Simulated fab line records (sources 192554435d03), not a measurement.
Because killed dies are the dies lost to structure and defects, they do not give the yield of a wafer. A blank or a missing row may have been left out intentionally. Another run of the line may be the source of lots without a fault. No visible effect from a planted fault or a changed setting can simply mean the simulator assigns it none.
fab line records	flow n5_finfet
record: lots: 4	wafers: 12	last_day: 16
route steps=1938 shown MOL_CONTACT_COAG@529 BEOL_M4@1111 PASSIVATION@1936
lots untouched by any fault: they come from a run of this same line in which no faults occurred
start_h: hours from the record's opening day to when the first of the lot's shown wafers began	wait_h: time in hours since the lot's previous step	" same as the row above	L1.1+2: one row covering several wafers at once	- no value, or no start was given	* or withheld: withheld	< > ~ a bound
route shown NAME@n: a module of which the file shows steps, and the number in the route of the first	usual: mean and standard deviation over wafers with no fault	same: alike in all rows	chamber/n: place in a boat	sites: each site's reading	_std_site: standard deviation of those values	_edge_site: the outer-site mean with the inner-site mean subtracted	radius_mm: how far each site lies from the wafer's centre	mask NAME#n: copy n	behind: the most recent tool/chamber to have shaped the wafer	hold: cause of the lot's hold/its duration in hours/its outcome	device: the n, p or np transistor that did not switch	end of line: the route-end tests of the same wafers	a step without rows: its recipe alone	killed: not the wafer's yield, but the dies lost to structure and defects at the first sort	map: dies across one wafer; x = killed, . = not, _ = none there
set.NAME: the setting as run; set.NAME@STEP: as run at that earlier step	model.NAME: the simulator's own value behind a step, which no gauge read
lots seen at some steps along the route; tables by step, rows by wafer
services: the hour from which a tool's chamber was out of use, counted from the record's first day as start_h (under 0 if before that day), plus the number of hours and why
== steps ==
step: N5_MOL_CONTACT_COAG_DESCUM_13
recipe: chemistry: O2	time_s: 7	source_power_w: 50	bias_power_w: 20	pressure_mtorr: 20	rf_frequency_hz: 2.712e+07	temp_c: 40	resist: CAR-EUV	o2_flow_sccm: 225
step: N5_MOL_CONTACT_COAG_ETCH_59
recipe: chemistry: N2/H2	target: underlayer	target_depth_a: 130	mask_material: CAR-EUV	time_s: 10.4	ion_energy_ev: 200	pressure_mtorr: 30	source_w: 840	bias_w: 150	n2_flow_sccm: 200	h2_flow_sccm: 200	ends: cleared
step: N5_MOL_CONTACT_COAG_ETCH_105
recipe: chemistry: CF4	target: SiARC	target_depth_a: 156	mask_material: CAR-EUV	time_s: 26	ion_energy_ev: 80	pressure_mtorr: 40	source_w: 545	bias_w: 36	Ar_flow_sccm: 100	cf4_flow_sccm: 100	ends: cleared
step: N5_MOL_CONTACT_COAG_ETCH_106
recipe: chemistry: N2/H2	target: SOC	target_depth_a: 800	overetch_a: 160	mask_material: SiARC	temp_c: 40	time_s: 120	ion_energy_ev: 200	pressure_mtorr: 30	source_w: 840	bias_w: 150	n2_flow_sccm: 200	h2_flow_sccm: 200
step: N5_MOL_CONTACT_COAG_STRIP_107
recipe: chemistry: N2/H2	temp_c: 40	n2_flow_sccm: 200	h2_flow_sccm: 200	rf_frequency_hz: 6e+07
step: N5_MOL_CONTACT_COAG_STRIP_108
recipe: chemistry: N2/H2	temp_c: 40	n2_flow_sccm: 200	h2_flow_sccm: 200	rf_frequency_hz: 6e+07
step: N5_MOL_CONTACT_COAG_CONTACT_ETCH_14
recipe: chemistry: C4F6/O2	target: SiO2	target_depth_a: 275	overetch_a: 85	mask_material: SOC	pressure_mtorr: 30	source_w: 370	bias_w: 185	Ar_flow_sccm: 300	C4F6_flow_sccm: 16	O2_flow_sccm: 10	time_s: 20	ion_energy_ev: 259.6
step: N5_MOL_CONTACT_COAG_STRIP_109
recipe: chemistry: C4F6/O2	resist: SiARC	rf_frequency_hz: 6e+07
step: N5_MOL_CONTACT_COAG_ETCH_15
recipe: chemistry: CH3F/O2	target: SiNx	target_depth_a: 70	mask_material: SOC	stop_on: Si:P	over_etch_frac: 0.75	ion_energy_ev: 120	pressure_mtorr: 30	source_w: 395	bias_w: 73	Ar_flow_sccm: 150	CH3F_flow_sccm: 30	O2_flow_sccm: 20
step: N5_MOL_CONTACT_COAG_ETCH_110
recipe: chemistry: CF4/O2	target: Si	target_depth_a: 25	time_s: 8	pressure_mtorr: 100	source_w: 200	bias_w: 12	ion_energy_ev: 60	Ar_flow_sccm: 100	cf4_flow_sccm: 100	O2_flow_sccm: 10
step: N5_MOL_CONTACT_COAG_STRIP_98
recipe: chemistry: N2/H2	power_w: 500	temp_c: 40	pressure_mtorr: 50	rf_frequency_hz: 6e+07	overash_fraction: 0.3	bias_power_w: 8	h2_frac: 0.5	n2_flow_sccm: 300	h2_flow_sccm: 300
step: N5_MOL_CONTACT_COAG_IMPLANT_129
recipe: species: Ge	energy_kev: 3	dose_cm2: 6e+14	tilt_deg: 0	rotation_deg: 0
usual: beam_energy_keV: 2.9997/0.00087	dose_ions_cm2: 6e+14/6.6e+11	end_station_pressure_torr: 5.9e-06/3.4e-07
lot.wafer	tool	chamber	start_h	wait_h	beam_energy_keV	dose_ions_cm2	end_station_pressure_torr	model.implant.rp_nm	model.implant.drp_nm
L656.3	implanter-01	0	135.36	0.1	2.9989	5.997e+14	5.6e-06	6.178	2.134
L656.4	"	0	"	"	3.0016	6.002e+14	6.4e-06	6.178	2.134
L656.6	"	0	"	"	3.0002	5.999e+14	6e-06	6.178	2.134
L662.3	implanter-01	0	171.28	0.1	9.9916	6.007e+14	1.08e-05	12.72	4.588
L662.4	"	0	"	"	9.9933	6.001e+14	1.06e-05	12.72	4.588
L662.5	"	0	"	"	9.9913	6.001e+14	9.8e-06	12.72	4.588
L663.1	implanter-01	0	174.15	0.0	9.9922	6.001e+14	1.08e-05	12.66	4.588
L663.3	"	0	"	"	9.9916	6.001e+14	1.17e-05	12.66	4.588
L663.4	"	0	"	"	9.9926	5.989e+14	1.1e-05	12.66	4.588
L669.1	implanter-02	0	209.90	0.0	2.9990	6.005e+14	5.9e-06	6.076	2.134
L669.2	"	0	"	"	3.0000	6e+14	5.8e-06	6.076	2.134
L669.3	"	0	"	"	2.9999	6e+14	6e-06	6.076	2.134
step: N5_MOL_CONTACT_COAG_PRECLEAN_111
recipe: chemistry: NF3:NH3	afs_cycles: 1	temp_c: 30	time_s: 20	sublimation_temp_c: 180	sublimation_time_s: 60	pressure_torr: 3	rf_power_w: 30
step: N5_MOL_CONTACT_COAG_TI_SIL_19
recipe: material: Ti	target_thk_a: 42	temp_c: 200	chamber_pressure_pa: 5	power_w: 5000	time_s: 15
step: N5_MOL_CONTACT_COAG_ALD_20
recipe: material: TiN	target_thk_a: 15	temp_c: 400	ald_precursor_family: TiCl4	ald_co_reactant: NH3	pulse_time_s: 1	purge_time_s: 3	co_reactant_purge_time_s: 2	co_reactant_pulse_time_s: 2	ald_cycles: 68	pressure_torr: 3
step: N5_MOL_CONTACT_COAG_SIL_ANNEAL_21
recipe: temp_c: 550	time_s: 60	ambient: N2
step: N5_MOL_CONTACT_COAG_PRE_CLEAN_141
recipe: gas: H2/He	time_s: 60	temp_c: 300
step: N5_MOL_CONTACT_COAG_SPUTTER_143
recipe: material: Co	target_thk_a: 25	temp_c: 25	chamber_pressure_pa: 0.2
step: N5_MOL_CONTACT_COAG_CO_FILL_22
recipe: material: Co	target_thk_a: 200	temp_c: 200	precursor: CCTBA/H2	pressure_torr: 30
step: N5_MOL_CONTACT_COAG_ANNEAL_113
recipe: temp_c: 400	time_s: 300	ambient: H2/N2
step: N5_MOL_CONTACT_COAG_PRE_CLEAN_142
recipe: gas: H2/He	time_s: 60	temp_c: 300
step: N5_MOL_CONTACT_COAG_SPUTTER_130
recipe: material: Co	target_thk_a: 475	temp_c: 25	chamber_pressure_pa: 0.5	power_w: 3000
step: N5_MOL_CONTACT_COAG_PRECLEAN_125
recipe: chemistry: DIW	time_s: 57.5	temp_c: 23
step: N5_MOL_CONTACT_COAG_SRD_126
recipe: dry_time_s: 32	dry: n2_spin	spin_rpm: 1500
step: N5_MOL_CONTACT_COAG_CMP_23
recipe: stop_on: SiO2	t_overpolish_s: 1.5	post_cmp_clean: cu_alkaline	down_force_psi: 2	platen_rpm: 50.289	pad_velocity_m_s: 1.0006	target_thk_nm: 0
step: N5_MOL_CONTACT_COAG_WET_ETCH_26
recipe: target: Co	target_depth_nm: 13
step: N5_MOL_CONTACT_COAG_WET_ETCH_116
recipe: chemistry: SC1-inhibited	target_depth_nm: 4.6	dry: ipa_marangoni	rinse_time_s: 30	rinse_temp_c: 23
step: N5_MOL_CONTACT_COAG_ALD_27
recipe: material: SiOC	target_thk_a: 170	temp_c: 400	ald_precursor_family: carbosiloxane	ald_co_reactant: H2-plasma	pulse_time_s: 1.5	time_s: 2720	purge_time_s: 2	co_reactant_purge_time_s: 2	ald_cycles: 340	pressure_torr: 2
step: N5_MOL_CONTACT_COAG_CMP_28
recipe: stop_on: SiNx	t_overpolish_s: 0.85	post_cmp_clean: alkaline_brush	down_force_psi: 4.15	platen_rpm: 51.8	pad_velocity_m_s: 1.0307	target_thk_nm: 14.522
step: N5_MOL_CONTACT_COAG_ALD_123
recipe: material: SiNx	target_thk_a: 50	temp_c: 400	ald_precursor_family: SiH2I2	ald_co_reactant: N2/H2-plasma	pulse_time_s: 1	purge_time_s: 2	co_reactant_purge_time_s: 2	ald_cycles: 100	pressure_torr: 2
step: N5_MOL_CONTACT_COAG_PECVD_31
recipe: material: SiO2	target_thk_a: 460	temp_c: 400	precursor: TEOS/O2	pressure_torr: 6.5	rf_w: withheld	teos_flow_sccm: withheld	gas: O2	flow_sccm: 2650	time_s: 8.9
step: N5_MOL_CONTACT_COAG_COAT_75
recipe: resist: SOC	temp_c: 250	time_s: 60	spin_rpm: 1500	resist_thk_nm: 60
step: N5_MOL_CONTACT_COAG_COAT_76
recipe: resist: SiARC	temp_c: 220	time_s: 60	spin_rpm: 1500	resist_thk_nm: 10
step: N5_MOL_CONTACT_COAG_COAT_77
recipe: resist: underlayer	temp_c: 205	time_s: 60	spin_rpm: 1500	resist_thk_nm: 10
step: N5_MOL_CONTACT_COAG_COAT_78
recipe: resist: CAR-EUV	spin_rpm: 1500	resist_thk_nm: 40
step: N5_MOL_CONTACT_COAG_EBR_80
recipe: solvent: PGMEA	ebr_width_mm: 1.5
step: N5_MOL_CONTACT_COAG_SOFTBAKE_79
recipe: temp_c: 110	time_s: 60	resist: CAR-EUV
step: N5_MOL_CONTACT_COAG_EXPOSE_81
recipe: mask_id: VG	na: 0.33	source_shape: annular	sigma_inner: 0.3	sigma_outer: 0.7	polarization: unpolarized	defocus_nm: 0	dose_mj: 59.5
step: N5_BEOL_M4_RC_MEAS_101
usual: DIBL_N: 36.9/1.7	DIBL_P: 36.7/2.1	IOFF_N: 0.17/0.032	IOFF_N_LONG: 5.63e-05/2.6e-06	IOFF_P: 0.22/0.036	ION_N: 674/12	ION_P: 461/7	RC_N: 15.6/0.4	SS_N: 71.7/0.6	SS_P: 73.4/0.67	VT_N: 249/3.1	VT_P: -250/3.2
lot.wafer	tool	chamber	start_h	wait_h	DIBL_N[mV/V]	DIBL_P[mV/V]	IOFF_N[nA/um]	IOFF_N_LONG[nA/um]	IOFF_P[nA/um]	ION_N[uA/um]	ION_P[uA/um]	RC_N[ohm.um]	SS_N[mV/dec]	SS_P[mV/dec]	VT_N[mV]	VT_P[mV]
L656.3	prober-01	0	200.47	0.3	38.4	37.9	0.20	5.87e-05	0.25	674	461	16.0	71.8	73.3	247	-246
L656.4	"	0	"	"	38.3	38.1	0.18	5.77e-05	0.25	676	465	15.2	71.8	73.6	248	-248
L656.6	"	0	"	"	37.9	37.5	0.17	5.88e-05	0.23	676	467	15.3	71.5	73.8	250	-248
L663.1	prober-01	0	249.71	0.0	37.9	38.3	0.19	6.33e-05	0.22	677	455	16.9	71.8	73.7	248	-255
L663.3	"	0	"	"	37.7	37.7	0.19	6.37e-05	0.21	683	458	16.2	72.0	74.1	248	-251
L663.4	"	0	"	"	37.2	37.0	0.17	6.21e-05	0.19	677	455	16.8	70.8	73.4	249	-252
L662.3	prober-02	0	249.97	0.3	36.7	36.2	0.15	6.36e-05	0.15	672	446	16.9	71.8	72.7	250	-259
L662.4	"	0	"	"	37.2	37.6	0.16	6.34e-05	0.16	670	443	16.5	72.2	74.0	249	-257
L662.5	"	0	"	"	37.8	38.5	0.18	6.31e-05	0.19	678	447	16.7	71.6	73.5	247	-257
L669.1	prober-01	0	288.99	0.0	38.3	39.8	0.19	5.34e-05	0.26	674	471	15.7	72.0	74.2	247	-246
L669.2	"	0	"	"	36.0	36.7	0.15	5.45e-05	0.20	672	459	15.2	71.0	73.8	252	-249
L669.3	"	0	"	"	37.9	38.9	0.20	5.65e-05	0.24	683	460	15.3	72.2	73.7	248	-250
step: N5_PASSIVATION_PROBE_49
usual: defect_limited_yield: 91.7/1.5	killed_at_M0_to_M3: 32/9.6	killed_at_M4_up: 13/5.3	killed_at_contacts: 12/6.8	killed_at_front_end: 36/9.8	killed_at_other: 4/3.1	killed_dies: 98/17	killed_open: 65/13	killed_short: 32/8.5	sort_bin_5_function: 4.9/0.93	sort_bin_6_memory: 3.2/0.67	sort_bin_8_speed: 0.00/0.02	sort_n_pass: 1082/17	sort_yield_pct: 91.7/1.4
same: gross_dies: 1180	killed_at_back_side: 0	sort_bin_4_leakage[%]: 0
lot.wafer	tool	chamber	start_h	wait_h	defect_limited_yield[%]	killed_at_M0_to_M3	killed_at_M4_up	killed_at_contacts	killed_at_front_end	killed_at_other	killed_dies	killed_open	killed_short	sort_bin_5_function[%]	sort_bin_6_memory[%]	sort_bin_8_speed[%]	sort_n_pass	sort_yield_pct[%]
L662.3	prober-02	-	351.48	0.1	90.5	45	18	4	42	3	112	69	42	6.0	2.9	0.08	1067	90.4
killed by level:class
L662.3 BEOL_M0_SAQP:geometric_particle:open=15 BEOL_M0_SAQP:geometric_particle:short=13 STI_FIN_REVEAL:geometric_particle:open=12 FIN_SAQP:geometric_particle:short=10 FIN_SAQP:geometric_particle:open=6 BEOL_M1:geometric_particle:open=6 BEOL_M4:geometric_particle:open=6 BEOL_M8:geometric_particle:open=6
== services ==
tool	chamber	start_h	hours	kind
implanter-01	-	149.76	3.4	repair
implanter-01	-	165.12	5.6	repair
implanter-02	-	206.48	1.9	repair
implanter-01	-	208.17	4.3	repair
== key ==
first_sign: step: N5_MOL_CONTACT_COAG_IMPLANT_129	reading: beam_energy_keV	direction: up	sigmas: 99+	usual: 2.9997	struck: 9.9921
effect: step: N5_MOL_CONTACT_COAG_IMPLANT_129	reading: end_station_pressure_torr	direction: up	sigmas: 14	usual: 5.9e-06	struck: 1.08e-05
effect: step: N5_BEOL_M4_RC_MEAS_101	reading: IOFF_N_LONG	direction: up	sigmas: 2.7	usual: 5.63e-05	struck: 6.32e-05
effect: step: N5_BEOL_M4_RC_MEAS_101	reading: RC_N	direction: up	sigmas: 2.6	usual: 15.6	struck: 16.7
effect: step: N5_BEOL_M4_RC_MEAS_101	reading: VT_P	direction: down	sigmas: 1.7	usual: -250	struck: -255
effect: step: N5_BEOL_M4_RC_MEAS_101	reading: ION_P	direction: down	sigmas: 1.5	usual: 461	struck: 450
model_effect: step: N5_MOL_CONTACT_COAG_IMPLANT_129	value: implant.rp_nm	without: 6.201	struck: 12.69
met_at N5_MOL_CONTACT_COAG_IMPLANT_129
struck_wafers L662.3,L662.4,L662.5,L663.1,L663.3,L663.4
onset_between 135.36 171.28
fault: kind: process_parameter_drift	tool: implanter-01	chamber: -	onset_h: 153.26	steps: N5_MOL_CONTACT_COAG_IMPLANT_129	channel: energy_kev	offset: 6.9925	shape: step	end_h: 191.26	acts_in: these_recipes_only	stated: 3
